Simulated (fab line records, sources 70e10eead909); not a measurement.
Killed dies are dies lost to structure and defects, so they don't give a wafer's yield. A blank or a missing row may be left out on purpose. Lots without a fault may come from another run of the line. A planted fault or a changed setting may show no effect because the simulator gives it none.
A struck lot beside a sound one | flow nand_harc | 18 steps out of a route of 1159
Sound: wafers L742.3, L742.4, L742.6. Struck: wafer L754.1. The cause comes at the end.
At each step with rows: each side's tool, then ch and its chambers, then its first start. Under that, the readings that differ: sound wafers | struck wafers | difference of the means | sigmas: that difference in standard deviations of wafers without a fault.
alike: readings whose means differ by less than 2 such deviations, and words and numbers that are the same on both sides. not compared: withheld readings, readings that some wafer has no value for, bounds like >300 that may hide the same value, and numbers for which the record gives no deviation and whose values overlap.
The two part at a step that has a row with sigmas, a row that says differs or no value, or rows on one side only. Numbers that don't overlap but have no deviation are shown without sigmas and don't part them. A reading that every wafer of one side lacks parts them only if that side has two wafers or more.

NHARC_P_BONDPAD_OVL_MEAS_38:
  sound on overlay-02, day 8 21:07; struck on overlay-01, day 9 23:56
  reading           | sound    | struck | difference | sigmas
  overlay_y_nm (nm) | 10 10 10 | -10    | -20        | -3
  alike: overlay_x_nm
then, 1 step without rows for these wafers: NHARC_P_BONDPAD_HARDBAKE_10 (time 65 s).
NHARC_P_BONDPAD_DESCUM_11: chemistry O2, time 3 s.
  sound on rie_diel-11 ch 0,1,2, day 8 21:14; struck on rie_diel-11 ch 0, day 10 00:05
  reading                         | sound                | struck | difference | sigmas
  rf_vpp_V (V)                    | 56.6 58.2 57.2       | 60.4   | +3.1       | +4
  showerhead_plenum_p_Torr (Torr) | 1.80 1.99 1.77       | 2.07   | +0.22      | +3
  throttle_valve_pct (%)          | 11.318 11.310 11.321 | 11.297 | -0.019     | -2
  alike: drypump_motor_current_A, oes_product_au
  not compared: rf_hours_counter_h
then, 1 step without rows for these wafers: NHARC_P_BONDPAD_ETCH_37 (etches the open film in N2/H2, target depth 60 nm, overetch 18 nm, time 65.91 s).
NHARC_P_BONDPAD_ETCH_12: etches the open film in CHF3/O2, target depth 200 nm, time 100 s.
  sound on rie_diel-11 ch 0,1; struck on rie_diel-11 ch 2
  alike: chf3_flow_sccm, drypump_motor_current_A, oes_product_au, rf_vpp_V, showerhead_plenum_p_Torr, throttle_valve_pct
  not compared: rf_hours_counter_h
NHARC_P_BONDPAD_CD_MEAS_13:
  sound on cd_sem-03, day 8 21:36; struck on cd_sem-02, day 10 00:25
  alike: cd_nm
then, 3 steps without rows for these wafers: NHARC_P_BONDPAD_STRIP_15 (strips in O2); NHARC_P_BONDPAD_ETCH_24 (etches the open film in CF4/N2, target depth 30 nm, time 72.99 s); NHARC_P_BONDPAD_STRIP_16 (strips in post etch residue remover, time 600 s).
NHARC_P_BONDPAD_DEGAS_25: time 60 s.
  sound on pvd_sputter-02, day 8 22:14; struck on pvd_sputter-01, day 10 01:03
  alike: heater_power_w, susceptor_temp_C
then, 1 step without rows for these wafers: NHARC_P_BONDPAD_PRE_CLEAN_26 (time 30 s).
NHARC_P_BONDPAD_PVD_17: deposits TaN, target thk 5 nm, time 8.06 s.
  sound on pvd_sputter-02; struck on pvd_sputter-01
  alike: cathode_dc_power_W, throttle_valve_pct
NHARC_P_BONDPAD_PVD_27: deposits Cu, target thk 30 nm, time 20.49 s.
  sound on pvd_sputter-02, day 8 22:28; struck on pvd_sputter-01, day 10 01:17
  alike: cathode_dc_power_W, throttle_valve_pct
then, 2 steps without rows for these wafers: NHARC_P_BONDPAD_ECD_18 (material Cu, target thk 400 nm); NHARC_P_BONDPAD_ANNEAL_28 (time 90 s).
NHARC_P_BONDPAD_CMP_19: polishes, t overpolish 30 s, cu recess touch 16 s, target thk 160.81 nm.
  sound on cmp-01 ch 0,2, day 8 23:20; struck on cmp-04 ch 3, day 10 02:08
  alike: motor_current_A, overpolish_run_s, retaining_ring_pressure_frac
then, 1 step without rows for these wafers: NHARC_P_BONDPAD_SRD_21 (time 30 s, dry time 20 s).
-- the record jumps here: 17 days lie between the struck wafers' starts before and after (it left off in module P_BONDPAD and takes up again in module END, whose first step shown is number 1159 of the route) --
NHARC_END_SORT_01:
  the record has rows for the struck wafers here (prober-02 ch 0, day 26 15:18) and none for the sound ones

WHERE THEY PART
First at NHARC_P_BONDPAD_OVL_MEAS_38; last, within this record, at NHARC_END_SORT_01.

WHY: what the simulator had put in
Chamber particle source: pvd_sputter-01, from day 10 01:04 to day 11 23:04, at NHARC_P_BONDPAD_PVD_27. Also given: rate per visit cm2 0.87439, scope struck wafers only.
